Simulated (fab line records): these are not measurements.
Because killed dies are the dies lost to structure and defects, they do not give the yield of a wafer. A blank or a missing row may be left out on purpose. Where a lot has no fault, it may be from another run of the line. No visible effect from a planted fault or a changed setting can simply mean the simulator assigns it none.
Matching of chambers / flow n5_finfet / N5_BEOL_M5_STRIP_19 on rie_diel-05 has 4 sister chambers
The step strips in O2. 18 wafers are shown with their chamber, then 9 later ones without.

== WAFERS WITH THEIR CHAMBER ==
wafer=L083.1; chamber=1; drypump_motor_current_A (A)=6.8; throttle_valve_pct (%)=16.95; oes_product_au (a.u.)=0.69
wafer=L083.2; chamber=2; drypump_motor_current_A (A)=5.5; throttle_valve_pct (%)=16.23; oes_product_au (a.u.)=0.96
wafer=L083.5; chamber=3; drypump_motor_current_A (A)=5.6; throttle_valve_pct (%)=17.23; oes_product_au (a.u.)=0.71
wafer=L082.2; chamber=0; drypump_motor_current_A (A)=5.4; throttle_valve_pct (%)=16.89; oes_product_au (a.u.)=0.68
wafer=L082.4; chamber=2; drypump_motor_current_A (A)=5.5; throttle_valve_pct (%)=16.24; oes_product_au (a.u.)=0.94
wafer=L082.5; chamber=2; drypump_motor_current_A (A)=5.5; throttle_valve_pct (%)=16.23; oes_product_au (a.u.)=0.93
wafer=L087.3; chamber=2; drypump_motor_current_A (A)=5.5; throttle_valve_pct (%)=16.24; oes_product_au (a.u.)=0.93
wafer=L087.5; chamber=0; drypump_motor_current_A (A)=5.4; throttle_valve_pct (%)=16.87; oes_product_au (a.u.)=0.68
wafer=L087.6; chamber=3; drypump_motor_current_A (A)=5.6; throttle_valve_pct (%)=17.23; oes_product_au (a.u.)=0.70
wafer=L085.2; chamber=3; drypump_motor_current_A (A)=5.6; throttle_valve_pct (%)=17.23; oes_product_au (a.u.)=0.70
wafer=L085.5; chamber=0; drypump_motor_current_A (A)=5.4; throttle_valve_pct (%)=16.89; oes_product_au (a.u.)=0.68
wafer=L085.6; chamber=3; drypump_motor_current_A (A)=5.6; throttle_valve_pct (%)=17.24; oes_product_au (a.u.)=0.70
wafer=L086.1; chamber=2; drypump_motor_current_A (A)=5.5; throttle_valve_pct (%)=16.25; oes_product_au (a.u.)=0.92
wafer=L086.3; chamber=3; drypump_motor_current_A (A)=5.6; throttle_valve_pct (%)=17.23; oes_product_au (a.u.)=0.70
wafer=L086.4; chamber=0; drypump_motor_current_A (A)=5.4; throttle_valve_pct (%)=16.89; oes_product_au (a.u.)=0.67
wafer=L089.1; chamber=2; drypump_motor_current_A (A)=5.5; throttle_valve_pct (%)=16.25; oes_product_au (a.u.)=0.91
wafer=L089.4; chamber=3; drypump_motor_current_A (A)=5.6; throttle_valve_pct (%)=17.26; oes_product_au (a.u.)=0.69
wafer=L089.6; chamber=1; drypump_motor_current_A (A)=6.7; throttle_valve_pct (%)=16.97; oes_product_au (a.u.)=0.68

SIGNATURES (averages over the wafers above)
reading=drypump_motor_current_A; chamber 0=5.400; chamber 1=6.750; chamber 2=5.500; chamber 3=5.600; scatter within a chamber=0.0189
reading=throttle_valve_pct; chamber 0=16.8850; chamber 1=16.9600; chamber 2=16.2400; chamber 3=17.2367; scatter within a chamber=0.0108
reading=oes_product_au; chamber 0=0.6775; chamber 1=0.6850; chamber 2=0.9317; chamber 3=0.7000; scatter within a chamber=0.0114
Rule: for each reading, subtract the chamber's mean from the wafer's reading, divide by that reading's scatter and square the result; add these up over the readings and take the root, which gives the wafer's distance from the chamber. If the next closest chamber is less than 2 further off than the closest, the wafer can't be placed; otherwise it belongs to the closest. The scatter: the root of (the sum of the squares of (reading less its chamber's mean) over the shown wafers, divided by (wafers less chambers)).

== WAFERS WITHOUT THEIR CHAMBER ==
wafer=L091.1; drypump_motor_current_A (A)=6.7; throttle_valve_pct (%)=16.98; oes_product_au (a.u.)=0.68
wafer=L091.4; drypump_motor_current_A (A)=6.7; throttle_valve_pct (%)=16.99; oes_product_au (a.u.)=0.67
wafer=L091.5; drypump_motor_current_A (A)=5.4; throttle_valve_pct (%)=16.90; oes_product_au (a.u.)=0.67
wafer=L092.1; drypump_motor_current_A (A)=5.4; throttle_valve_pct (%)=16.91; oes_product_au (a.u.)=0.66
wafer=L092.4; drypump_motor_current_A (A)=6.7; throttle_valve_pct (%)=16.98; oes_product_au (a.u.)=0.68
wafer=L092.5; drypump_motor_current_A (A)=5.5; throttle_valve_pct (%)=16.26; oes_product_au (a.u.)=0.89
wafer=L093.1; drypump_motor_current_A (A)=5.5; throttle_valve_pct (%)=16.25; oes_product_au (a.u.)=0.89
wafer=L093.4; drypump_motor_current_A (A)=5.5; throttle_valve_pct (%)=16.26; oes_product_au (a.u.)=0.89
wafer=L093.6; drypump_motor_current_A (A)=6.7; throttle_valve_pct (%)=17.02; oes_product_au (a.u.)=0.67

== CHAMBER TAKEN BY EACH ==
wafer=L091.1; from the rows above=1; in truth=1
wafer=L091.4; from the rows above=1; in truth=1
wafer=L091.5; from the rows above=0; in truth=0
wafer=L092.1; from the rows above=0; in truth=0
wafer=L092.4; from the rows above=1; in truth=1
wafer=L092.5; from the rows above=2; in truth=2
wafer=L093.1; from the rows above=2; in truth=2
wafer=L093.4; from the rows above=2; in truth=2
wafer=L093.6; from the rows above=1; in truth=1
Correctly placed: 9 of 9. From these rows, 0 cannot be placed. Number placed wrongly: 0.
